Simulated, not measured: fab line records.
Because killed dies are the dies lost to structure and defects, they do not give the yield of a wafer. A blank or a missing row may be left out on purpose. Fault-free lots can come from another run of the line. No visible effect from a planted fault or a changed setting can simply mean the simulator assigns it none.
Chamber matching ; flow n5 finfet ; 4 sister chambers for N5_BEOL_M11_CMP_52 on cmp-04
The step polishes, stops on SiCOH lowk, t overpolish 7 s, target thk 140 nm. 20 wafers are shown with their chamber, then 10 later ones without.

## EACH WAFER AND ITS CHAMBER
wafer;chamber;motor current A (A);time to endpoint s (s);barrier field endpoint s (s)
L076.2;2;6.4;67;28.4
L076.3;3;5.7;65;27.9
L076.6;3;5.7;69;29.2
L074.1;1;6.0;64;28.7
L074.3;2;6.4;63;27.7
L074.5;3;5.7;65;28.0
L075.1;1;6.1;64;28.1
L075.4;3;5.6;64;28.7
L075.6;0;6.7;59;27.5
L079.2;0;6.8;62;27.7
L079.3;3;5.7;67;28.6
L079.5;0;6.9;60;28.3
L085.3;2;6.1;68;29.1
L085.5;0;7.0;64;28.1
L085.6;3;5.9;68;29.2
L086.1;2;6.6;64;28.8
L086.4;0;7.2;57;27.5
L086.5;3;5.7;64;28.3
L088.3;0;7.1;57;27.5
L088.5;0;7.0;59;27.9

SIGNATURES, as means of the wafers listed above
reading;chamber 0;chamber 1;chamber 2;chamber 3;scatter within a chamber
motor current A;6.957;6.050;6.375;5.714;0.15
time to endpoint s;59.71;64.00;65.50;66.00;2.24
barrier field endpoint s;27.786;28.400;28.500;28.557;0.472
Rule: a wafer lies at a distance from a chamber equal to the root of the sum of squares, over the readings, of (its reading less the chamber's mean, divided by the reading's scatter). If the next closest chamber is less than 2 further off than the closest, the wafer can't be placed; otherwise it belongs to the closest. How the scatter is found: for the shown wafers, subtract from each reading the mean of its chamber, square and add these, divide the total by (wafers less chambers), then take the root.

## WAFERS MISSING THEIR CHAMBER
wafer;motor current A (A);time to endpoint s (s);barrier field endpoint s (s)
L088.6;6.3;63;28.5
L093.1;5.8;67;29.0
L093.3;7.1;61;27.4
L093.5;6.2;65;28.6
L095.2;6.4;63;28.0
L095.4;6.0;59;28.2
L095.5;7.2;60;27.5
L097.1;7.3;59;26.9
L097.3;6.3;62;26.9
L097.4;6.6;68;28.9

## CHAMBER TAKEN BY EACH
wafer;from the rows above;in truth
L088.6;can't be placed: 2 or 1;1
L093.1;can't be placed: 3 or 1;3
L093.3;0;0
L093.5;can't be placed: 1 or 2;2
L095.2;can't be placed: 2 or 1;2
L095.4;can't be placed: 1 or 3 or 2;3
L095.5;0;0
L097.1;0;0
L097.3;can't be placed: 1 or 2 or 0 or 3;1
L097.4;2;2
Correctly placed: 4 of 10. Cannot be placed on the basis of these rows: 6; the candidates contain the true chamber in 6. Number placed wrongly: 0.
